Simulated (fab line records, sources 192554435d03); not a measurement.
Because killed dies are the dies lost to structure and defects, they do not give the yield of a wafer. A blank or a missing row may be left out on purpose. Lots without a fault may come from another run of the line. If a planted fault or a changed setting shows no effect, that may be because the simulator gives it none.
fab line records	flow n5_finfet
record: lots: 24	wafers: 72	last_day: 18
route steps=1938 shown BEOL_M1@767
lots with no fault: from the same line, run without faults
start_h: the number of hours between the record's first day and the start of the first shown wafer of the lot	wait_h: time in hours since the lot's previous step	" as in the row above	L1.1+2: one row covering several wafers at once	- either no value or no given start	* or withheld: withheld	< > ~ a bound
route shown NAME@n: names a module that has steps shown in the file, with the first one's number in the route	usual: mean/standard deviation taken from wafers without a fault	same: alike in all rows	chamber/n: place in a boat	sites: the reading at each site	_std_site: their standard deviation	_edge_site: mean of outer sites minus mean of inner sites	radius_mm: for every site, how far away it sits from the centre of the wafer	mask NAME#n: copy n	behind: the last tool/chamber to shape the wafer	hold: cause of the lot's hold/its duration in hours/its outcome	device: transistor that didn't switch, given as n, p or np	end of line: the tests these same wafers got at the end of their route	where a step has no rows: the recipe by itself	killed: dies lost to structure and defects at the first sort, not the wafer's yield	map: the dies of a wafer, with x for killed, . for not killed, _ for no die there
set.NAME: the setting that was run; set.NAME@STEP: the one run at that earlier step	model.NAME: the simulator's own value behind a step, which no gauge read
steps of the route over a sample of lots; a table a step, a row a wafer
services: a tool's chamber out of use, with start hour (start_h, from the record's first day; less than 0 if before it), hours out, and reason
== steps ==
step: N5_BEOL_M1_DESCUM_16
recipe: chemistry: O2	time_s: 7	source_power_w: 50	bias_power_w: 20	pressure_mtorr: 20	rf_frequency_hz: 2.712e+07	temp_c: 40	resist: CAR-EUV	o2_flow_sccm: 225
usual: bias_power_w: 20.00/0.063	drypump_motor_current_A: 5.6/0.48	oes_product_au: 0.76/0.081	rf_vpp_V: 242.9/1.4	showerhead_plenum_p_Torr: 2.07/0.075	temp_c: 40.00/0.12	throttle_valve_pct: 20.50/0.28
lot.wafer	tool	chamber	start_h	wait_h	bias_power_w	drypump_motor_current_A	oes_product_au	rf_hours_counter_h	rf_vpp_V	showerhead_plenum_p_Torr	temp_c	throttle_valve_pct
L074.1	rie_diel-06	3	132.68	0.0	20.06	5.3	0.75	147	241.0	1.98	39.97	20.55
L074.3	"	0	"	"	19.97	5.3	0.87	40	241.1	2.06	39.94	20.71
L074.5	"	1	"	"	19.93	5.1	0.67	-	242.4	1.97	40.17	20.62
L075.3	rie_diel-04	1	134.20	0.2	19.98	6.5	0.79	95	244.6	2.13	39.83	20.20
L075.4	"	3	"	"	19.96	5.3	0.73	195	243.5	2.17	39.96	20.28
L075.6	"	0	"	"	19.92	5.6	0.70	-	241.1	2.08	40.17	21.03
L076.1	rie_diel-06	0	137.64	0.0	20.07	5.4	0.87	43	242.2	2.06	39.86	20.70
L076.3	"	3	"	"	20.01	5.3	0.74	148	240.4	1.98	40.13	20.53
L076.6	"	2	"	"	19.81	4.8	0.66	-	245.6	2.15	39.85	20.60
L077.1	rie_diel-02	1	141.00	0.0	20.00	5.9	0.87	57	243.3	2.04	40.01	20.16
L077.3	"	2	"	"	19.98	5.7	0.67	214	243.7	2.04	40.24	19.95
L077.5	"	2	"	"	20.00	5.7	0.67	-	243.9	2.04	40.13	19.98
L078.2	rie_diel-04	3	153.00	0.1	20.12	5.3	0.73	201	244.8	2.17	40.05	20.30
L078.4	"	0	"	"	19.98	5.6	0.70	241	244.0	2.08	40.26	21.03
L078.5	"	0	"	"	20.16	5.5	0.71	-	243.9	2.08	40.20	21.03
L079.3	rie_diel-06	2	153.42	0.3	20.09	4.8	0.68	246	243.7	2.15	40.02	20.60
L079.4	"	3	"	"	19.98	5.3	0.74	-	242.3	1.98	40.15	20.56
L079.6	"	0	"	"	20.08	5.4	0.86	-	242.2	2.06	39.97	20.74
L080.1	rie_diel-06	2	159.57	0.0	19.94	4.8	0.67	248	244.7	2.14	39.93	20.60
L080.2	"	1	"	"	19.99	5.1	1.01	0	246.1	2.24	39.99	20.16
L080.6	"	3	"	"	19.90	5.3	0.74	-	241.3	1.98	39.89	20.57
L081.2	rie_diel-04	1	173.20	0.2	20.12	6.5	0.79	107	242.6	2.13	39.85	20.22
L081.4	"	2	"	"	19.96	6.1	0.70	221	244.5	2.16	40.01	20.89
L081.5	"	0	"	"	19.96	5.5	0.71	-	243.1	2.08	39.94	21.04
L082.2	rie_diel-06	3	175.71	0.0	19.92	5.3	0.73	164	240.5	1.98	39.83	20.56
L082.4	"	3	"	"	19.97	5.3	0.74	-	241.4	1.98	39.97	20.58
L082.6	"	3	"	"	20.03	5.3	0.74	-	242.5	1.98	40.09	20.55
L084.1	rie_diel-06	1	183.60	0.0	20.05	5.2	0.96	11	246.2	2.23	40.08	20.19
L084.3	"	0	"	"	20.00	5.3	0.85	57	241.9	2.05	40.14	20.73
L084.4	"	1	"	"	20.04	5.1	0.95	-	243.2	2.23	39.99	20.19
L083.2	rie_diel-04	2	187.11	0.0	20.02	6.1	0.68	224	243.4	2.16	40.07	20.90
L083.4	"	3	"	"	20.08	5.3	0.71	-	244.7	2.16	39.84	20.28
L083.5	"	2	"	"	20.12	6.1	0.68	-	243.5	2.16	40.00	20.89
L085.3	rie_diel-04	1	200.72	0.1	19.86	6.5	0.78	-	242.6	2.12	40.13	20.25
L085.5	"	1	"	"	19.92	6.5	0.78	-	244.4	2.12	39.95	20.25
L085.6	"	3	"	"	20.00	5.3	0.71	-	244.4	2.16	39.93	20.31
L086.1	rie_diel-02	0	204.17	0.0	19.97	6.0	0.74	181	241.9	2.06	39.97	20.69
L086.2	"	1	"	"	19.98	5.9	0.84	75	241.4	2.04	40.04	20.19
L086.5	"	2	"	"	19.98	5.8	0.66	-	242.0	2.04	39.99	20.00
L087.2	rie_diel-02	1	209.52	0.4	20.04	5.9	0.84	76	242.2	2.04	39.87	20.22
L087.4	"	0	"	"	20.04	6.0	0.74	183	241.7	2.06	40.03	20.67
L087.6	"	0	"	"	20.06	6.0	0.75	-	243.1	2.06	40.07	20.68
L088.2	rie_diel-04	1	214.63	0.0	19.92	6.5	0.77	119	242.2	2.12	39.95	20.24
L088.3	"	3	"	"	20.08	5.3	0.71	220	244.7	2.16	40.03	20.32
L088.5	"	2	"	"	19.93	6.1	0.68	-	242.7	2.16	39.79	20.92
L089.2	rie_diel-06	3	221.79	0.2	19.88	5.3	0.72	-	240.2	1.97	40.16	20.60
L089.4	"	3	"	"	19.95	5.3	0.71	-	241.9	1.97	40.24	20.59
L089.6	"	3	"	"	19.94	5.3	0.72	-	241.3	1.97	40.24	20.59
L091.2	rie_diel-06	3	223.85	0.1	20.06	5.3	0.72	-	241.4	1.97	40.15	20.58
L091.4	"	3	"	"	20.09	5.3	0.72	-	242.2	1.97	40.08	20.59
L091.6	"	3	"	"	20.03	5.3	0.71	-	240.9	1.97	39.97	20.60
L090.1	rie_diel-02	0	226.43	0.3	20.00	5.9	0.75	188	243.3	2.06	39.86	20.69
L090.5	"	3	"	"	19.99	5.0	0.77	-	241.9	1.99	40.15	20.81
L090.6	"	2	"	"	19.99	5.8	0.65	-	243.6	2.03	39.84	20.02
L092.2	rie_diel-02	2	233.73	0.0	19.99	5.8	0.65	242	242.2	2.03	40.09	20.01
L092.5	"	3	"	"	20.01	5.1	0.76	-	241.8	1.99	40.01	20.81
L092.6	"	0	"	"	19.89	6.0	0.74	-	241.6	2.06	40.03	20.69
L093.3	rie_diel-02	2	244.06	0.4	20.08	5.8	0.65	245	243.5	2.03	40.11	20.02
L093.4	"	2	"	"	20.01	5.8	0.66	-	241.9	2.03	40.01	20.00
L093.5	"	0	"	"	19.88	6.0	0.75	-	241.4	2.06	40.08	20.68
L094.4	rie_diel-06	2	248.02	0.1	19.98	4.8	0.89	-	245.6	2.14	39.88	20.10
L094.5	"	3	"	"	19.94	5.3	0.71	-	242.1	1.97	39.87	20.61
L094.6	"	0	"	"	20.09	5.3	0.82	-	243.2	2.05	39.85	20.77
L095.1	rie_diel-06	3	251.54	0.1	19.94	5.3	0.71	195	239.8	1.97	40.01	20.61
L095.5	"	2	"	"	19.99	4.8	0.90	-	243.9	2.14	39.94	20.11
L095.6	"	0	"	"	20.00	5.3	0.82	-	242.2	2.04	40.25	20.75
L097.1	rie_diel-04	3	260.24	0.0	19.92	5.3	0.70	232	244.7	2.16	39.86	20.34
L097.4	"	0	"	"	20.06	5.6	0.92	16	244.0	2.07	39.89	20.68
L097.5	"	1	"	"	20.03	6.5	0.76	-	243.3	2.12	40.22	20.27
L096.1	rie_diel-04	1	265.75	0.0	19.98	6.5	0.77	133	243.9	2.12	40.00	20.26
L096.2	"	0	"	"	20.05	5.6	0.91	17	243.0	2.07	40.05	20.67
L096.3	"	2	"	"	20.13	6.1	0.68	247	244.2	2.15	40.25	20.92
step: N5_BEOL_M1_HM_OPEN_17
recipe: chemistry: Cl2/BCl3	target_depth_a: 200	overetch_a: 60	target: TiN	mask_material: SOC	ion_energy_ev: 150	pressure_mtorr: 10	icp_w: 1000	bias_w: 126	Cl2_flow_sccm: 53.25	bcl3_flow_sccm: 21.75	Ar_flow_sccm: 25
usual: drypump_motor_current_A: 5.6/0.45	oes_product_au: 0.64/0.096	throttle_valve_pct: 22.08/0.28
lot.wafer	tool	chamber	start_h	wait_h	drypump_motor_current_A	oes_product_au	rf_hours_counter_h	throttle_valve_pct
L074.1	rie_metal-02	1	132.93	0.0	5.4	0.78	9	21.85
L074.3	"	1	"	"	5.5	0.77	-	21.88
L074.5	"	0	"	"	5.7	0.55	-	22.49
L075.3	rie_metal-01	1	134.48	0.1	5.9	0.71	-	22.17
L075.4	"	0	"	"	6.4	0.51	-	22.18
L075.6	"	1	"	"	5.9	0.71	-	22.19
L076.1	rie_metal-02	1	137.88	0.0	5.4	0.77	10	21.87
L076.3	"	0	"	"	5.7	0.56	-	22.48
L076.6	"	0	"	"	5.7	0.55	-	22.49
L077.1	rie_metal-02	1	141.25	0.0	5.4	0.76	10	21.89
L077.3	"	1	"	"	5.4	0.76	-	21.90
L077.5	"	0	"	"	5.8	0.55	-	22.47
L078.2	rie_metal-02	1	153.25	0.0	5.4	0.77	11	21.88
L078.4	"	1	"	"	5.4	0.77	-	21.87
L078.5	"	1	"	"	5.4	0.77	-	21.87
L079.3	rie_metal-03	0	153.70	0.1	4.8	0.63	-	22.00
L079.4	"	1	"	"	5.8	0.54	-	21.66
L079.6	"	0	"	"	4.7	0.63	-	22.00
L080.1	rie_metal-02	0	159.81	0.0	5.7	0.54	105	22.49
L080.2	"	1	"	"	5.5	0.76	11	21.88
L080.6	"	0	"	"	5.7	0.55	-	22.48
L081.2	rie_metal-03	0	173.45	0.0	4.7	0.62	62	21.99
L081.4	"	1	"	"	5.8	0.54	-	21.65
L081.5	"	0	"	"	4.7	0.62	-	21.98
L082.2	rie_metal-01	1	176.10	0.1	5.9	0.69	-	22.20
L082.4	"	1	"	"	5.9	0.70	-	22.18
L082.6	"	1	"	"	5.8	0.69	-	22.19
L084.1	rie_metal-03	1	183.85	0.0	5.8	0.55	106	21.65
L084.3	"	0	"	"	4.7	0.61	-	22.00
L084.4	"	1	"	"	5.8	0.54	-	21.66
L083.2	rie_metal-03	0	187.36	0.0	4.7	0.62	64	21.99
L083.4	"	1	"	"	5.8	0.54	-	21.66
L083.5	"	1	"	"	5.8	0.54	-	21.65
L085.3	rie_metal-02	0	201.09	0.1	5.7	0.54	-	22.50
L085.5	"	0	"	"	5.7	0.53	-	22.53
L085.6	"	1	"	"	5.4	0.75	-	21.89
L086.1	rie_metal-01	0	204.42	0.0	6.4	0.83	1	22.07
L086.2	"	1	"	"	5.9	0.68	27	22.20
L086.5	"	1	"	"	5.9	0.68	-	22.20
L087.2	rie_metal-03	1	209.77	0.0	5.8	0.53	108	21.67
L087.4	"	0	"	"	4.7	0.62	-	22.00
L087.6	"	1	"	"	5.8	0.54	-	21.67
L088.2	rie_metal-02	1	214.88	0.0	5.4	0.75	17	21.88
L088.3	"	1	"	"	5.4	0.74	-	21.90
L088.5	"	0	"	"	5.7	0.54	-	22.52
L089.2	rie_metal-02	0	222.47	0.1	5.7	0.54	110	22.49
L089.4	"	0	"	"	5.7	0.53	-	22.51
L089.6	"	0	"	"	5.7	0.53	-	22.51
L091.2	rie_metal-02	0	224.54	0.1	5.7	0.55	111	22.50
L091.4	"	1	"	"	5.4	0.74	-	21.91
L091.6	"	0	"	"	5.7	0.54	-	22.50
L090.1	rie_metal-01	1	226.68	0.0	5.9	0.68	29	22.21
L090.5	"	0	"	"	6.4	0.78	-	22.10
L090.6	"	1	"	"	5.9	0.68	-	22.22
L092.2	rie_metal-01	0	233.98	0.0	6.4	0.79	4	22.07
L092.5	"	0	"	"	6.4	0.78	-	22.08
L092.6	"	1	"	"	5.9	0.68	-	22.19
L093.3	rie_metal-03	0	244.34	0.1	4.8	0.60	-	22.02
L093.4	"	1	"	"	5.8	0.53	-	21.69
L093.5	"	1	"	"	5.8	0.53	-	21.69
L094.4	rie_metal-01	0	248.28	0.1	6.4	0.78	-	22.09
L094.5	"	0	"	"	6.4	0.77	-	22.08
L094.6	"	1	"	"	5.9	0.68	-	22.20
L095.1	rie_metal-02	1	251.78	0.0	5.4	0.73	19	21.89
L095.5	"	1	"	"	5.4	0.73	-	21.91
L095.6	"	0	"	"	5.7	0.53	-	22.53
L097.1	rie_metal-03	0	260.49	0.0	4.7	0.61	70	22.02
L097.4	"	0	"	"	4.7	0.60	-	22.03
L097.5	"	0	"	"	4.7	0.60	-	22.01
L096.1	rie_metal-02	1	266.00	0.0	5.4	0.73	20	21.89
L096.2	"	0	"	"	5.7	0.53	114	22.50
L096.3	"	0	"	"	5.7	0.54	-	22.50
step: N5_BEOL_M1_ETCHBACK_99
recipe: chemistry: CHF3	target: SiO2	target_depth_a: 50	time_s: 10.4	source_w: 215	bias_w: 47	Ar_flow_sccm: 200	CHF3_flow_sccm: 12	ion_energy_ev: 100	pressure_mtorr: 30
usual: drypump_motor_current_A: 5.6/0.46	oes_product_au: 0.76/0.083	rf_vpp_V: 241/6.8	showerhead_plenum_p_Torr: 2.14/0.062	throttle_valve_pct: 17.2/0.33
lot.wafer	tool	chamber	start_h	wait_h	drypump_motor_current_A	oes_product_au	rf_hours_counter_h	rf_vpp_V	showerhead_plenum_p_Torr	throttle_valve_pct
L074.1	rie_diel-02	3	133.94	0.1	5.0	0.80	120	246	2.10	17.6
L074.3	"	2	"	"	5.8	0.68	212	245	2.12	16.8
L074.5	"	0	"	"	5.9	0.77	-	235	2.15	17.4
L075.3	rie_diel-06	3	136.70	1.0	5.3	0.76	148	236	2.07	17.4
L075.4	"	2	"	"	4.8	0.66	240	238	2.23	17.3
L075.6	"	0	"	"	5.4	0.87	-	243	2.10	17.1
L076.1	rie_diel-02	1	139.67	0.9	5.9	0.87	57	230	2.09	16.7
L076.3	"	3	"	"	5.1	0.79	122	246	2.10	17.6
L076.6	"	0	"	"	6.0	0.76	-	234	2.15	17.5
L077.1	rie_diel-04	3	149.68	7.2	5.3	0.71	200	245	2.25	17.1
L077.3	"	2	"	"	6.1	0.68	214	240	2.23	17.5
L077.5	"	0	"	"	5.5	0.69	-	234	2.11	17.5
L078.2	rie_diel-02	0	155.56	1.5	5.9	0.76	166	234	2.15	17.5
L078.4	"	1	"	"	5.9	0.86	61	230	2.09	16.7
L078.5	"	1	"	"	5.9	0.85	-	232	2.09	16.7
L079.3	rie_diel-04	0	155.58	1.1	5.6	0.69	242	236	2.11	17.5
L079.4	"	2	"	"	6.1	0.67	215	241	2.23	17.5
L079.6	"	3	"	"	5.3	0.71	-	245	2.25	17.1
L080.1	rie_diel-06	0	161.24	0.4	5.3	0.85	52	243	2.09	17.1
L080.2	"	1	"	"	5.1	0.98	1	252	2.30	16.8
L080.6	"	0	"	"	5.4	0.85	-	243	2.09	17.1
L081.2	rie_diel-02	0	178.50	3.7	6.0	0.75	174	236	2.15	17.5
L081.4	"	3	"	"	5.0	0.78	-	246	2.09	17.6
L081.5	"	2	"	"	5.8	0.67	-	245	2.11	16.9
L082.2	rie_diel-02	2	182.11	5.0	5.8	0.66	227	245	2.11	16.9
L082.4	"	0	"	"	6.0	0.76	-	235	2.15	17.5
L082.6	"	3	"	"	5.0	0.78	-	244	2.09	17.6
L084.1	rie_diel-04	3	186.50	1.3	5.3	0.70	210	244	2.24	17.1
L084.3	"	2	"	"	6.1	0.68	224	242	2.23	17.5
L084.4	"	1	"	"	6.5	0.79	110	256	2.14	16.7
L083.2	rie_diel-06	3	188.24	0.1	5.3	0.75	168	236	2.07	17.4
L083.4	"	0	"	"	5.3	0.84	-	243	2.09	17.2
L083.5	"	3	"	"	5.3	0.74	-	234	2.07	17.4
L085.3	rie_diel-02	0	202.72	0.6	6.0	0.75	181	234	2.15	17.5
L085.5	"	0	"	"	6.0	0.75	-	234	2.15	17.5
L085.6	"	3	"	"	5.1	0.77	-	246	2.09	17.6
L086.1	rie_diel-04	0	213.22	7.9	5.6	0.94	3	234	2.11	17.1
L086.2	"	2	"	"	6.1	0.68	232	243	2.22	17.5
L086.5	"	2	"	"	6.1	0.68	-	239	2.22	17.5
L087.2	rie_diel-06	0	217.46	6.3	5.4	0.84	71	242	2.09	17.2
L087.4	"	0	"	"	5.4	0.83	-	243	2.09	17.2
L087.6	"	3	"	"	5.3	0.74	-	236	2.06	17.5
L088.2	rie_diel-04	2	217.98	1.9	6.1	0.68	233	241	2.22	17.5
L088.3	"	1	"	"	6.5	0.78	120	255	2.13	16.7
L088.5	"	3	"	"	5.3	0.70	-	244	2.24	17.1
L089.2	rie_diel-04	1	224.34	0.1	6.5	0.77	121	255	2.13	16.7
L089.4	"	3	"	"	5.3	0.69	222	244	2.24	17.1
L089.6	"	3	"	"	5.3	0.69	-	244	2.24	17.1
L091.2	rie_diel-02	0	229.37	3.6	5.9	0.74	189	234	2.14	17.5
L091.4	"	1	"	"	5.9	0.83	83	230	2.08	16.8
L091.6	"	3	"	"	5.0	0.75	-	245	2.09	17.7
L090.1	rie_diel-04	3	229.75	2.1	5.3	0.69	225	244	2.24	17.1
L090.5	"	3	"	"	5.3	0.70	-	243	2.24	17.1
L090.6	"	2	"	"	6.1	0.68	-	240	2.22	17.5
L092.2	rie_diel-02	0	238.02	2.5	6.0	0.75	191	236	2.14	17.5
L092.5	"	1	"	"	5.9	0.83	-	231	2.08	16.8
L092.6	"	0	"	"	6.0	0.74	-	235	2.14	17.5
L093.3	rie_diel-04	1	245.94	0.7	6.5	0.76	127	257	2.13	16.7
L093.4	"	0	"	"	5.5	0.91	12	234	2.10	17.1
L093.5	"	3	"	"	5.3	0.70	-	244	2.24	17.1
L094.4	rie_diel-04	1	250.58	1.5	6.5	0.76	127	255	2.13	16.7
L094.5	"	1	"	"	6.5	0.77	-	254	2.13	16.7
L094.6	"	0	"	"	5.6	0.91	-	236	2.11	17.1
L095.1	rie_diel-02	0	254.11	1.3	6.0	0.74	196	236	2.14	17.5
L095.5	"	2	"	"	5.7	0.66	-	246	2.11	16.9
L095.6	"	3	"	"	5.0	0.76	-	246	2.09	17.6
L097.1	rie_diel-02	3	268.51	7.0	5.1	0.76	154	246	2.08	17.7
L097.4	"	0	"	"	6.0	0.72	-	235	2.14	17.5
L097.5	"	3	"	"	5.1	0.76	-	246	2.08	17.7
L096.1	rie_diel-04	1	278.44	11.5	6.5	0.75	137	256	2.13	16.7
L096.2	"	3	"	"	5.3	0.69	238	245	2.23	17.2
L096.3	"	0	"	"	5.5	0.90	20	236	2.10	17.1
step: N5_BEOL_M1_SPUTTER_79
recipe: material: Cu	target_thk_a: 45	temp_c: -20	chamber_pressure_pa: 0.07	power_w: withheld	time_s: 8.29
usual: throttle_valve_pct: 30.6/0.88
lot.wafer	tool	chamber	start_h	wait_h	throttle_valve_pct
L074.1	pvd_sputter-02	-	135.30	0.1	29.6
L074.3	"	-	"	"	30.6
L074.5	"	-	"	"	29.8
L075.3	pvd_sputter-03	-	138.48	0.1	28.9
L075.4	"	-	"	"	29.6
L075.6	"	-	"	"	32.4
L076.1	pvd_sputter-03	-	141.03	0.1	32.2
L076.3	"	-	"	"	31.1
L076.6	"	-	"	"	32.2
L077.1	pvd_sputter-02	-	151.29	0.1	30.5
L077.3	"	-	"	"	29.8
L077.5	"	-	"	"	30.6
L078.2	pvd_sputter-01	-	157.19	0.1	29.9
L078.4	"	-	"	"	30.4
L078.5	"	-	"	"	31.3
L079.3	pvd_sputter-02	-	157.23	0.1	30.3
L079.4	"	-	"	"	30.4
L079.6	"	-	"	"	30.5
L080.1	pvd_sputter-03	-	163.24	0.1	29.9
L080.2	"	-	"	"	31.1
L080.6	"	-	"	"	29.8
L081.2	pvd_sputter-03	-	180.41	0.1	32.2
L081.4	"	-	"	"	29.0
L081.5	"	-	"	"	28.8
L082.2	pvd_sputter-02	-	184.13	0.1	30.7
L082.4	"	-	"	"	30.4
L082.6	"	-	"	"	30.6
L084.1	pvd_sputter-03	-	188.59	0.1	29.7
L084.3	"	-	"	"	31.8
L084.4	"	-	"	"	28.9
L083.2	pvd_sputter-03	-	190.47	0.1	28.8
L083.4	"	-	"	"	29.6
L083.5	"	-	"	"	29.2
L085.3	pvd_sputter-02	-	206.48	0.1	30.8
L085.5	"	-	"	"	30.5
L085.6	"	-	"	"	30.6
L086.1	pvd_sputter-02	-	215.26	0.1	30.6
L086.2	"	-	"	"	30.4
L086.5	"	-	"	"	30.7
L087.2	pvd_sputter-01	-	219.25	0.1	30.4
L087.4	"	-	"	"	31.7
L087.6	"	-	"	"	30.6
L088.2	pvd_sputter-03	-	221.12	0.1	29.3
L088.3	"	-	"	"	31.3
L088.5	"	-	"	"	32.0
L089.2	pvd_sputter-02	-	225.93	0.1	30.3
L089.4	"	-	"	"	30.5
L089.6	"	-	"	"	30.4
L091.2	pvd_sputter-01	-	231.09	0.1	31.5
L091.4	"	-	"	"	30.3
L091.6	"	-	"	"	31.2
L090.1	pvd_sputter-03	-	231.39	0.1	29.2
L090.5	"	-	"	"	29.0
L090.6	"	-	"	"	29.7
L092.2	pvd_sputter-01	-	240.28	0.1	31.9
L092.5	"	-	"	"	30.1
L092.6	"	-	"	"	31.3
L093.3	pvd_sputter-01	-	247.86	0.1	31.7
L093.4	"	-	"	"	30.2
L093.5	"	-	"	"	30.4
L094.4	pvd_sputter-01	-	252.74	0.1	31.2
L094.5	"	-	"	"	31.2
L094.6	"	-	"	"	30.1
L095.1	pvd_sputter-01	-	255.59	0.1	31.4
L095.5	"	-	"	"	31.8
L095.6	"	-	"	"	30.5
L097.1	pvd_sputter-02	-	270.59	0.1	30.5
L097.4	"	-	"	"	30.8
L097.5	"	-	"	"	30.4
L096.1	pvd_sputter-03	-	280.21	0.1	31.4
L096.2	"	-	"	"	29.9
L096.3	"	-	"	"	32.2
step: N5_BEOL_M1_SPUTTER_81
recipe: material: Cu	target_thk_a: 45	temp_c: -20	chamber_pressure_pa: 0.07	power_w: withheld	time_s: 8.29
usual: throttle_valve_pct: 30.6/0.89
lot.wafer	tool	chamber	start_h	wait_h	throttle_valve_pct
L074.1	pvd_sputter-02	-	135.52	0.1	29.8
L074.3	"	-	"	"	30.6
L074.5	"	-	"	"	30.0
L075.3	pvd_sputter-03	-	138.70	0.1	28.8
L075.4	"	-	"	"	30.0
L075.6	"	-	"	"	32.2
L076.1	pvd_sputter-03	-	141.25	0.1	32.2
L076.3	"	-	"	"	31.1
L076.6	"	-	"	"	32.0
L077.1	pvd_sputter-02	-	151.51	0.1	30.6
L077.3	"	-	"	"	29.9
L077.5	"	-	"	"	30.3
L078.2	pvd_sputter-01	-	157.41	0.1	30.2
L078.4	"	-	"	"	30.0
L078.5	"	-	"	"	31.2
L079.3	pvd_sputter-02	-	157.45	0.1	30.3
L079.4	"	-	"	"	30.5
L079.6	"	-	"	"	30.6
L080.1	pvd_sputter-03	-	163.46	0.1	29.7
L080.2	"	-	"	"	31.1
L080.6	"	-	"	"	29.8
L081.2	pvd_sputter-03	-	180.63	0.1	32.2
L081.4	"	-	"	"	28.8
L081.5	"	-	"	"	29.0
L082.2	pvd_sputter-02	-	184.35	0.1	30.6
L082.4	"	-	"	"	30.5
L082.6	"	-	"	"	30.8
L084.1	pvd_sputter-03	-	188.81	0.1	29.6
L084.3	"	-	"	"	32.2
L084.4	"	-	"	"	29.1
L083.2	pvd_sputter-03	-	190.69	0.1	29.0
L083.4	"	-	"	"	30.0
L083.5	"	-	"	"	28.9
L085.3	pvd_sputter-02	-	206.71	0.1	30.4
L085.5	"	-	"	"	30.9
L085.6	"	-	"	"	30.6
L086.1	pvd_sputter-02	-	215.48	0.1	30.7
L086.2	"	-	"	"	30.5
L086.5	"	-	"	"	30.8
L087.2	pvd_sputter-01	-	219.47	0.1	30.5
L087.4	"	-	"	"	32.0
L087.6	"	-	"	"	30.2
L088.2	pvd_sputter-03	-	221.34	0.1	29.8
L088.3	"	-	"	"	31.0
L088.5	"	-	"	"	32.3
L089.2	pvd_sputter-02	-	226.15	0.1	30.7
L089.4	"	-	"	"	30.3
L089.6	"	-	"	"	30.3
L091.2	pvd_sputter-01	-	231.31	0.1	31.4
L091.4	"	-	"	"	30.4
L091.6	"	-	"	"	31.1
L090.1	pvd_sputter-03	-	231.61	0.1	28.8
L090.5	"	-	"	"	29.1
L090.6	"	-	"	"	29.7
L092.2	pvd_sputter-01	-	240.50	0.1	31.8
L092.5	"	-	"	"	30.1
L092.6	"	-	"	"	31.3
L093.3	pvd_sputter-01	-	248.08	0.1	31.6
L093.4	"	-	"	"	30.1
L093.5	"	-	"	"	30.8
L094.4	pvd_sputter-01	-	252.96	0.1	31.2
L094.5	"	-	"	"	31.3
L094.6	"	-	"	"	30.1
L095.1	pvd_sputter-01	-	255.81	0.1	31.4
L095.5	"	-	"	"	31.9
L095.6	"	-	"	"	30.3
L097.1	pvd_sputter-02	-	270.81	0.1	30.5
L097.4	"	-	"	"	30.4
L097.5	"	-	"	"	30.5
L096.1	pvd_sputter-03	-	280.43	0.1	30.9
L096.2	"	-	"	"	29.6
L096.3	"	-	"	"	31.9
step: N5_BEOL_M1_ANNEAL_95
recipe: temp_c: 400	time_s: 240	ambient: vacuum
usual: heater_power_w: 839/54
lot.wafer	tool	chamber	start_h	wait_h	heater_power_w
L074.1	pvd_sputter-02	-	136.70	0.0	774
L074.3	"	-	"	"	813
L074.5	"	-	"	"	776
L075.3	pvd_sputter-03	-	139.88	0.0	818
L075.4	"	-	"	"	848
L075.6	"	-	"	"	914
L076.1	pvd_sputter-03	-	142.43	0.0	920
L076.3	"	-	"	"	790
L076.6	"	-	"	"	882
L077.1	pvd_sputter-02	-	152.69	0.0	821
L077.3	"	-	"	"	774
L077.5	"	-	"	"	827
L078.2	pvd_sputter-01	-	158.59	0.0	918
L078.4	"	-	"	"	925
L078.5	"	-	"	"	839
L079.3	pvd_sputter-02	-	158.63	0.0	912
L079.4	"	-	"	"	845
L079.6	"	-	"	"	819
L080.1	pvd_sputter-03	-	164.64	0.0	842
L080.2	"	-	"	"	779
L080.6	"	-	"	"	858
L081.2	pvd_sputter-03	-	181.81	0.0	916
L081.4	"	-	"	"	829
L081.5	"	-	"	"	824
L082.2	pvd_sputter-02	-	185.53	0.0	840
L082.4	"	-	"	"	850
L082.6	"	-	"	"	811
L084.1	pvd_sputter-03	-	189.99	0.0	858
L084.3	"	-	"	"	904
L084.4	"	-	"	"	818
L083.2	pvd_sputter-03	-	191.87	0.0	809
L083.4	"	-	"	"	817
L083.5	"	-	"	"	810
L085.3	pvd_sputter-02	-	207.89	0.0	845
L085.5	"	-	"	"	806
L085.6	"	-	"	"	835
L086.1	pvd_sputter-02	-	216.66	0.0	823
L086.2	"	-	"	"	929
L086.5	"	-	"	"	813
L087.2	pvd_sputter-01	-	220.65	0.0	878
L087.4	"	-	"	"	743
L087.6	"	-	"	"	852
L088.2	pvd_sputter-03	-	222.52	0.0	848
L088.3	"	-	"	"	776
L088.5	"	-	"	"	895
L089.2	pvd_sputter-02	-	227.33	0.0	841
L089.4	"	-	"	"	912
L089.6	"	-	"	"	920
L091.2	pvd_sputter-01	-	232.49	0.0	846
L091.4	"	-	"	"	865
L091.6	"	-	"	"	834
L090.1	pvd_sputter-03	-	232.79	0.0	841
L090.5	"	-	"	"	858
L090.6	"	-	"	"	841
L092.2	pvd_sputter-01	-	241.68	0.0	746
L092.5	"	-	"	"	923
L092.6	"	-	"	"	827
L093.3	pvd_sputter-01	-	249.26	0.0	719
L093.4	"	-	"	"	922
L093.5	"	-	"	"	855
L094.4	pvd_sputter-01	-	254.14	0.0	832
L094.5	"	-	"	"	819
L094.6	"	-	"	"	902
L095.1	pvd_sputter-01	-	256.99	0.0	825
L095.5	"	-	"	"	743
L095.6	"	-	"	"	868
L097.1	pvd_sputter-02	-	271.99	0.0	818
L097.4	"	-	"	"	917
L097.5	"	-	"	"	895
L096.1	pvd_sputter-03	-	281.61	0.0	783
L096.2	"	-	"	"	829
L096.3	"	-	"	"	905
== services ==
tool	chamber	start_h	hours	kind
rie_diel-04	2	109.23	1.6	repair
rie_diel-06	2	112.41	19.7	repair
pvd_sputter-02	-	116.54	1.6	repair
rie_metal-03	0	118.19	7.1	repair
rie_metal-01	-	128.06	0.1	repair
pvd_sputter-01	-	137.28	15.4	repair
rie_diel-04	0	138.95	5.4	repair
rie_diel-02	1	177.11	5.9	repair
rie_diel-06	1	184.00	81.3	repair
rie_diel-04	0	186.86	-	clean
rie_diel-04	0	186.86	-	consumable_replace:focus_ring
rie_diel-04	0	186.86	14.6	scheduled_down
rie_diel-04	0	186.86	14.6	vent_cycle
rie_diel-02	3	191.84	6.5	repair
rie_diel-04	2	198.53	2.8	repair
rie_metal-03	1	200.76	2.8	repair
rie_diel-06	2	218.19	13.6	repair
rie_diel-06	0	220.16	6.2	repair
rie_diel-02	3	243.66	9.1	repair
rie_diel-02	2	249.10	3.6	repair
rie_diel-06	-	266.11	2.8	pm
rie_diel-04	0	266.58	4.5	repair
rie_diel-04	2	276.19	-	clean
rie_diel-04	2	276.19	-	consumable_replace:focus_ring
== key ==
fault none
